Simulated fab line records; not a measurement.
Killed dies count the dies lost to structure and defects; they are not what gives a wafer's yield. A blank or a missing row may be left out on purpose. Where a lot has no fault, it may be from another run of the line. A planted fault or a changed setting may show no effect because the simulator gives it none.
Chamber matching	flow n5 finfet	rie diel-05 running N5_DUMMY_GATE_ETCH_37: 4 sister chambers
The step etches SOC in N2/H2, target depth 60 nm, overetch 30 nm. 8 wafers are shown with their chamber, then 10 later ones without.

## WAFERS WITH THEIR CHAMBER
wafer	chamber	showerhead plenum p Torr (Torr)	throttle valve pct (%)
L078.5	1	2.56	18.20
L081.4	2	2.48	17.84
L081.5	3	2.71	17.62
L082.1	1	2.55	18.21
L082.3	3	2.71	17.63
L082.4	0	2.44	18.12
L084.2	2	2.47	17.83
L084.3	0	2.43	18.14

## WAFERS WITHOUT THEIR CHAMBER
wafer	showerhead plenum p Torr (Torr)	throttle valve pct (%)
L084.5	2.43	18.13
L085.2	2.47	17.84
L085.3	2.55	18.22
L085.4	2.43	18.13
L087.1	2.47	17.84
L087.3	2.55	18.22
L087.6	2.71	17.62
L096.1	2.46	17.88
L096.2	2.43	18.18
L096.4	2.54	18.25

## WHICH CHAMBER EACH ONE RAN IN
wafer	from the rows above	in truth
L084.5	0	0
L085.2	2	2
L085.3	1	1
L085.4	0	0
L087.1	2	2
L087.3	1	1
L087.6	3	3
L096.1	2	2
L096.2	0	0
L096.4	1	1
Correctly placed: 10 of 10. Not placeable from these rows: 0. 0 placed wrongly.
How it was worked out, from the rows above alone: a wafer's distance from a chamber is the root of the sum, over the readings, of the square of ((its reading less the chamber's mean) divided by the reading's scatter). If the next closest chamber is less than 2 further off than the closest, the wafer can't be placed; otherwise it belongs to the closest. The mean given for a chamber averages the wafers shown for that chamber. The scatter: take each reading less its chamber's mean, square it, sum over the shown wafers, divide by the number of wafers less the number of chambers, and take the root.
